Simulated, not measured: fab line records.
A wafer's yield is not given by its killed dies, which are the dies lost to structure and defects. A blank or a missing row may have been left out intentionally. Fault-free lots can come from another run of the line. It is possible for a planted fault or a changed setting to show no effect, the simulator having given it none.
Struck lot and sound lot, side by side :: flow nand-harc :: 14 out of 1302 route steps
Sound: wafers L990.2, L990.3, L990.6. The struck wafers were L995.2, L995.4, L995.6. The cause comes at the end.
Order at every step that has rows: each side's tool, ch and its chambers, its first start. Under that, the readings that differ: sound wafers :: struck wafers :: difference of the means :: sigmas: that difference in standard deviations of wafers without a fault.
alike: readings whose means differ by less than 2 such deviations, and words and numbers that are the same on both sides. not compared: withheld readings, readings that some wafer has no value for, bounds like >300 that may hide the same value, and numbers for which the record gives no deviation and whose values overlap.
A row with sigmas, a row that says differs or no value, or rows on one side alone: a step with any of these is where the two part. When numbers do not overlap yet have no deviation, they are printed without sigmas and do not part them. A reading missing from all wafers of one side parts the sides only when that side holds two or more wafers.

NHARC_A_STAIRCASE_ALD_415: deposits SiO2, target thk 30 nm, pulse time 6 s, ald cycles 300.
  sound on ald-hk-01 ch 1,2,3, day 18 05:00; struck on ald-hk-04 ch 1,2, day 20 20:25
reading: heater-power-w (W)
sound: 434 465 425
struck: 569 520 550
difference: +105
sigmas: +2
  alike: precursor-pulse-height-rel
NHARC_A_STAIRCASE_ETCHBACK_416: etches the open film in C4F8/O2/Ar, target depth 36 nm, time 7.2 s.
  sound: rie-diel-02 ch 0,1,2; struck: rie-diel-12 ch 0,1
  alike: oes-product-au, rf-vpp-V
  not compared: rf-hours-counter-h
NHARC_A_STAIRCASE_STRIP_476: strips in O2, time 20 s.
  sound on rie-diel-02 ch 1,2, day 18 07:12; struck on rie-diel-12 ch 0,3, day 20 22:43
reading: showerhead-plenum-p-Torr (Torr)
sound: 3.44 3.37 3.37
struck: 3.80 3.80 3.55
difference: +0.32
sigmas: +2
  alike: drypump-motor-current-A, oes-product-au, rf-vpp-V, throttle-valve-pct
  not compared: rf-hours-counter-h
NHARC_A_STAIRCASE_DEP_417: deposits Si3N4, target thk 60 nm.
  sound on pecvd-01 ch 0,1,2, day 18 07:18; struck on pecvd-03 ch 0,1, day 20 22:49
  alike: heater-power-outer-w, heater-power-w
then, 5 steps without rows for these wafers: NHARC_A_STAIRCASE_WET_418 (chemistry H3PO4, target depth 20 nm); NHARC_A_STAIRCASE_PRECLEAN_419 (cleans in SC1); NHARC_A_STAIRCASE_SRD_421; NHARC_A_STAIRCASE_ALD_420 (deposits SiO2, target thk 20 nm, pulse time 6 s, ald cycles 200); NHARC_A_STAIRCASE_CVD_552 (deposits SiNx, target thk 40 nm).
NHARC_A_STAIRCASE_DEP_151: deposits SiO2, target thk 7200 nm.
  sound on pecvd-02 ch 0,1, day 18 19:46; struck on pecvd-02 ch 1,2, day 21 10:19
  alike: heater-power-outer-w, heater-power-w
then, 1 step without rows for these wafers: NHARC_A_STAIRCASE_ANNEAL_320 (time 1800 s).
NHARC_A_STAIRCASE_DEP_322: deposits SiO2, target thk 7200 nm.
  sound on pecvd-02 ch 0,1,2, day 19 05:24; struck on pecvd-02 ch 0,1,2, day 21 17:34
  no value came back on the struck wafers for heater-power-outer-w (W), heater-power-w (W); on the sound wafers heater-power-outer-w (W) reads 365 356 372
then, 1 step without rows for these wafers: NHARC_A_STAIRCASE_ANNEAL_323 (time 1800 s).
NHARC_END_SORT_01:
  the record has rows for the sound wafers here (prober-02 ch 0, day 25 08:16) and none for the struck ones

== WHERE THEY PART ==
First at NHARC_A_STAIRCASE_ALD_415; last, within this record, at NHARC_END_SORT_01.

WHY: the cause the simulator had injected
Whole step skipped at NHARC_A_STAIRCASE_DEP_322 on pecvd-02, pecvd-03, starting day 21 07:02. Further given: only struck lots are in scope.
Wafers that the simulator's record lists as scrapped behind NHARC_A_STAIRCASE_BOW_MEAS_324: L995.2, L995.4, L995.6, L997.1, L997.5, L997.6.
